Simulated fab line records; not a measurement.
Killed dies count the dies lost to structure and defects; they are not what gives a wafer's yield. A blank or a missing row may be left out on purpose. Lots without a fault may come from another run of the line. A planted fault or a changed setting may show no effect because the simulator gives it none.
Matching of chambers / flow n5 finfet / N5_BEOL_M8_DESCUM_16 on rie diel-01 has 4 sister chambers
The step chemistry O2, time 7.9 s. 4 wafers are shown with their chamber, then 7 later ones without.

== WAFERS PAIRED WITH THEIR CHAMBERS ==
wafer=L082.3; chamber=2; showerhead plenum p Torr (Torr)=2.18
wafer=L086.3; chamber=0; showerhead plenum p Torr (Torr)=2.02
wafer=L088.2; chamber=3; showerhead plenum p Torr (Torr)=2.16
wafer=L088.3; chamber=1; showerhead plenum p Torr (Torr)=2.04

== WAFERS WHOSE CHAMBER IS MISSING ==
wafer=L088.5; showerhead plenum p Torr (Torr)=2.04
wafer=L092.1; showerhead plenum p Torr (Torr)=2.02
wafer=L092.2; showerhead plenum p Torr (Torr)=2.04
wafer=L092.4; showerhead plenum p Torr (Torr)=2.17
wafer=L093.3; showerhead plenum p Torr (Torr)=2.04
wafer=L093.5; showerhead plenum p Torr (Torr)=2.04
wafer=L093.6; showerhead plenum p Torr (Torr)=2.01

== WHICH CHAMBER EACH WENT THROUGH ==
wafer=L088.5; from the rows above=1; in truth=1
wafer=L092.1; from the rows above=0; in truth=0
wafer=L092.2; from the rows above=1; in truth=1
wafer=L092.4; from the rows above=can't be placed: 3 or 2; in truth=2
wafer=L093.3; from the rows above=1; in truth=1
wafer=L093.5; from the rows above=1; in truth=1
wafer=L093.6; from the rows above=0; in truth=0
Correctly placed: 6 of 7. From these rows, 1 cannot be placed; in 1 the true chamber is one of the candidates. Placed wrongly: 0.
How it was worked out, from the rows above alone: a wafer's distance from a chamber is the root of the sum, over the readings, of the square of ((its reading less the chamber's mean) divided by the reading's scatter). If the next closest chamber is less than 2 further off than the closest, the wafer can't be placed; otherwise it belongs to the closest. Each chamber's mean is taken over the wafers shown for it. The scatter: root of mean squared gap, hidden wafer to nearest shown wafer, with one shown wafer a chamber.
